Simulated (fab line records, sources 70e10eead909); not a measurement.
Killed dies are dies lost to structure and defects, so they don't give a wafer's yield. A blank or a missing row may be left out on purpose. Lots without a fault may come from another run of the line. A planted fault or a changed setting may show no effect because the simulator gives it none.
A struck lot beside a sound one | flow nand_harc | 45 steps out of a route of 1302
Sound: wafers L661.2, L661.4, L661.6. Struck: wafers L674.2, L674.3, L674.6. The cause comes at the end.
At each step with rows: each side's tool, then ch and its chambers, then its first start. Under that, the readings that differ: sound wafers | struck wafers | difference of the means | sigmas: that difference in standard deviations of wafers without a fault.
alike: readings whose means differ by less than 2 such deviations, and words and numbers that are the same on both sides. not compared: withheld readings, readings that some wafer has no value for, bounds like >300 that may hide the same value, and numbers for which the record gives no deviation and whose values overlap.
The two part at a step that has a row with sigmas, a row that says differs or no value, or rows on one side only. Numbers that don't overlap but have no deviation are shown without sigmas and don't part them. A reading that every wafer of one side lacks parts them only if that side has two wafers or more.

first, 6 steps without rows for these wafers: NHARC_P_GATE_COAT_40; NHARC_P_GATE_SOFTBAKE_41 (time 95 s); NHARC_P_GATE_EBR_42; NHARC_P_GATE_EXPOSE_43 (exposes mask P NSD, target cd 720 nm); NHARC_P_GATE_PEB_44 (peb time 85 s); NHARC_P_GATE_DEVELOP_45 (time 70 s).
NHARC_P_GATE_CD_MEAS_46: target cd 720 nm.
  sound on cd_sem-03 ch 0, day 5 08:48; struck on cd_sem-02 ch 0, day 10 21:27
  alike: cd_nm
then, 1 step without rows for these wafers: NHARC_P_GATE_HARDBAKE_47 (time 80 s).
NHARC_P_GATE_DESCUM_48: chemistry O2, time 3 s.
  sound on rie_diel-11 ch 0,1,2, day 5 08:58; struck on rie_diel-03 ch 0,1, day 10 21:37
  reading                         | sound          | struck         | difference | sigmas
  showerhead_plenum_p_Torr (Torr) | 1.99 1.95 2.02 | 1.85 1.84 1.84 | -0.14      | -2
  alike: drypump_motor_current_A, oes_product_au, rf_vpp_V, throttle_valve_pct
  not compared: rf_hours_counter_h
then, 2 steps without rows for these wafers: NHARC_P_GATE_IMPLANT_49; NHARC_P_GATE_STRIP_111 (strips in N2/H2, time 250 s).
NHARC_P_GATE_STRIP_75: strips in O2.
  sound on plasma_asher-02 ch 0,1, day 5 09:40; struck on plasma_asher-02 ch 0,1, day 10 22:17
  alike: drypump_motor_current_A, heater_power_w, temp_c
  not compared: rf_hours_counter_h
NHARC_P_GATE_STRIP_50: strips in SPM, time 900 s.
  sound on wet_bench-07 ch 0,4,5, day 5 09:49; struck on wet_bench-07 ch 2,6,7, day 10 22:26
  alike: temp_c
then, 8 steps without rows for these wafers: NHARC_P_GATE_DEHYDRATE_51 (time 120 s); NHARC_P_GATE_HMDS_52 (time 30 s); NHARC_P_GATE_COAT_53; NHARC_P_GATE_SOFTBAKE_54 (time 95 s); NHARC_P_GATE_EBR_55; NHARC_P_GATE_EXPOSE_56 (exposes mask P PSD, target cd 720 nm); NHARC_P_GATE_PEB_57 (peb time 85 s); NHARC_P_GATE_DEVELOP_58 (time 70 s).
NHARC_P_GATE_CD_MEAS_59: target cd 720 nm.
  sound on cd_sem-03 ch 0, day 5 10:35; struck on cd_sem-02 ch 0, day 10 23:05
  alike: cd_nm
then, 3 steps without rows for these wafers: NHARC_P_GATE_HARDBAKE_60 (time 80 s); NHARC_P_GATE_DESCUM_61 (chemistry O2, time 3 s); NHARC_P_GATE_IMPLANT_62.
NHARC_P_GATE_STRIP_112: strips in N2/H2, time 200 s.
  sound on plasma_asher-02 ch 0,1, day 5 11:10; struck on plasma_asher-01 ch 0,1, day 10 23:39
  alike: drypump_motor_current_A, heater_power_w, temp_c
  not compared: rf_hours_counter_h
NHARC_P_GATE_STRIP_76: strips in O2.
  sound on plasma_asher-02 ch 0,1, day 5 11:23; struck on plasma_asher-01 ch 0,1, day 10 23:52
  alike: drypump_motor_current_A, heater_power_w, temp_c
  not compared: rf_hours_counter_h
then, 9 steps without rows for these wafers: NHARC_P_GATE_STRIP_63 (strips in SPM, time 900 s); NHARC_P_GATE_DEHYDRATE_83 (time 120 s); NHARC_P_GATE_HMDS_84 (time 30 s); NHARC_P_GATE_COAT_85; NHARC_P_GATE_SOFTBAKE_86 (time 95 s); NHARC_P_GATE_EBR_87; NHARC_P_GATE_EXPOSE_88 (exposes mask P HVN, target cd 2000 nm); NHARC_P_GATE_PEB_89 (peb time 85 s); NHARC_P_GATE_DEVELOP_90 (time 70 s).
NHARC_P_GATE_CD_MEAS_91: target cd 2000 nm.
  sound on cd_sem-01 ch 0, day 5 12:18; struck on cd_sem-01 ch 0, day 11 00:40
  alike: cd_nm
then, 4 steps without rows for these wafers: NHARC_P_GATE_HARDBAKE_92 (time 80 s); NHARC_P_GATE_DESCUM_93 (chemistry O2, time 3 s); NHARC_P_GATE_IMPLANT_94; NHARC_P_GATE_STRIP_113 (strips in N2/H2, time 740 s).
NHARC_P_GATE_STRIP_95: strips in O2.
  sound on plasma_asher-01 ch 0,1, day 5 13:33; struck on plasma_asher-02 ch 0, day 11 01:55
  alike: drypump_motor_current_A, heater_power_w, temp_c
  not compared: rf_hours_counter_h
NHARC_P_GATE_INSPECT_68:
  sound on defect_inspect-01, day 5 15:22; struck on defect_inspect-01, day 11 03:54
  reading          | sound       | struck      | difference | sigmas
  raw_defect_count | 184 199 201 | 420 472 534 | +281       | +4
  not compared: hold
NHARC_P_CONTACT_DEP_30: deposits SiNx, target thk 30 nm.
  sound on pecvd-03 ch 0,2, day 5 15:26; struck on pecvd-03 ch 0,1, day 11 05:10
  reading | sound | struck                                                                     | difference                   | sigmas
  hold    | - - - | await_dispo/1.1h/release await_dispo/1.1h/release await_dispo/1.1h/release | no value on the sound wafers |
  alike: heater_power_w
then, 1 step without rows for these wafers: NHARC_END_SORT_01.

WHERE THEY PART
First at NHARC_P_GATE_DESCUM_48; last, within this record, at NHARC_P_CONTACT_DEP_30.

WHY: what the simulator had put in
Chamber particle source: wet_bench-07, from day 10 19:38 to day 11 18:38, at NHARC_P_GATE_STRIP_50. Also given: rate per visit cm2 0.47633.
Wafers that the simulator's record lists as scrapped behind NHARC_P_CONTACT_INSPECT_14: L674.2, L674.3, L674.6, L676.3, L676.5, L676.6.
